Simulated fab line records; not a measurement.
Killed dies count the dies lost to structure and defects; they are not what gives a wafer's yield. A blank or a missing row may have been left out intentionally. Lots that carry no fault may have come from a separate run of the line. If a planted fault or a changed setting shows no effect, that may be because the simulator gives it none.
Struck lot and sound lot, side by side / flow n5 finfet / 15 steps out of a route of 1938
Sound: wafers L336.1, L336.3, L336.4. Struck: wafers L335.1, L335.3 (left out: L335.6, a lot-mate that was not struck); the cause follows at the end.
Each step with rows lists, per side, the tool, then ch with its chambers, then its first start. Under that, the readings that differ: sound wafers / struck wafers / difference of the means / sigmas: that difference in standard deviations of wafers without a fault.
alike: readings whose means differ by less than 2 such deviations, and words and numbers that are the same on both sides. not compared: withheld readings, readings that some wafer has no value for, bounds like >300 that may hide the same value, and numbers for which the record gives no deviation and whose values overlap.
Wherever a step has rows on one side only, a row that says differs or no value, or a row with sigmas, the two part there. Numbers that have no deviation but don't overlap get no sigmas and don't part them. A reading that every wafer of one side lacks parts them only if that side has two wafers or more.

first, 1 step without rows for these wafers: N5_BEOL_M15_ANNEAL_48 (time 90 s).
N5_BEOL_M15_CMP_49: polishes, stops on SiO2, t overpolish 4.9 s, target thk 850 nm.
  sound on cmp-04 ch 1,2,3, day 14 10:01; struck on cmp-04 ch 1,3, day 13 22:41
  alike: barrier field endpoint s, motor current A, overpolish run s
N5_BEOL_M15_THK_MEAS_50: measures by xrf.
  sound: film metro-01 at day 14 10:19; struck: film metro-01 at day 13 22:56
  alike: M15_THK
then, 1 step without rows for these wafers: N5_BEOL_M15_PRE_CLEAN_52 (time 15 s).
N5_BEOL_M15_DEP_53: deposits SiCN from 3MS/NH3, target thk 50 nm, time 17.8 s.
  sound on pecvd-04 ch 0,1,2, day 14 10:23; struck on pecvd-03 ch 1,2, day 13 23:00
  alike: showerhead plenum p Torr, throttle valve pct
N5_BEOL_M15_RS_MEAS_54: the measuring method here is four-point-probe.
  sound: film metro-01 at day 14 10:27; struck: film metro-02 at day 13 23:04
  alike: M15_RS
N5_BEOL_M15_INSPECT_55: inspects for defects (darkfield).
  sound: defect inspect-02 at day 14 10:28; struck: defect inspect-02 at day 13 23:05
  alike: raw defect count
N5_BEOL_M15_RC_MEAS_101:
  sound on prober-01 ch 0, day 14 10:30; struck on prober-01 ch 0, day 13 23:07
  alike: COMB_M10, COMB_M11, COMB_M12, COMB_M12_max_site, COMB_M13, COMB_M14, COMB_M15, COMB_M5, COMB_M5_max_site, COMB_M6, COMB_M7, COMB_M8, COMB_M9, SERP_M10, SERP_M11, SERP_M11_max_site, SERP_M12, SERP_M13, SERP_M14, SERP_M5, SERP_M6, SERP_M7, SERP_M8, SERP_M9
N5_PASSIVATION_PECVD_00: deposits SiO2 from SiH4/N2O, target thk 200 nm, time 11.2 s.
  sound on pecvd-04 ch 1,2, day 14 11:28; struck on pecvd-04 ch 1,2, day 14 00:05
  alike: heater power w, showerhead plenum p Torr, throttle valve pct
then, 1 step without rows for these wafers: N5_MIM_BOT_DEGAS_01 (time 60 s).
N5_MIM_BOT_SPUTTER_00: material TiN, target thk 35 nm, time 89.7 s.
  sound: pvd sputter-03 at day 14 12:29; struck: pvd sputter-03 at day 14 00:38
  alike: throttle valve pct
N5_MIM_TOP_ALD_00: deposits Al2O3, purge time 3 s, co reactant pulse time 3 s.
  sound on ald hk-03 ch 0,1,2, day 14 12:36; struck on ald hk-01 ch 0,2, day 14 00:44
  alike: precursor pulse height rel
N5_MIM_TOP_ALD_01: deposits HfO2, target thk 5.6 nm, pulse time 1 s, purge time 3 s.
  sound on ald hk-03 ch 0,1,2, day 14 12:00; struck on ald hk-01 ch 0,2, day 14 00:00
reading=ald cycles; sound=62 62 62; struck=32 32; difference=-30; sigmas=
reading=model.HfO2_of_MIM_TOP_ALD_01.thk nm (nm); sound=5.6 5.6 5.6; struck=3 3; difference=-3; sigmas=
  alike: precursor pulse height rel
then, 2 steps without rows for these wafers: N5_MIM_TOP_ALD_02 (deposits Al2O3, purge time 3 s, co reactant pulse time 3 s); N5_PASSIVATION_PROBE_49.

## WHERE THEY PART
Nowhere in this record.

WHY: whatever the simulator had introduced
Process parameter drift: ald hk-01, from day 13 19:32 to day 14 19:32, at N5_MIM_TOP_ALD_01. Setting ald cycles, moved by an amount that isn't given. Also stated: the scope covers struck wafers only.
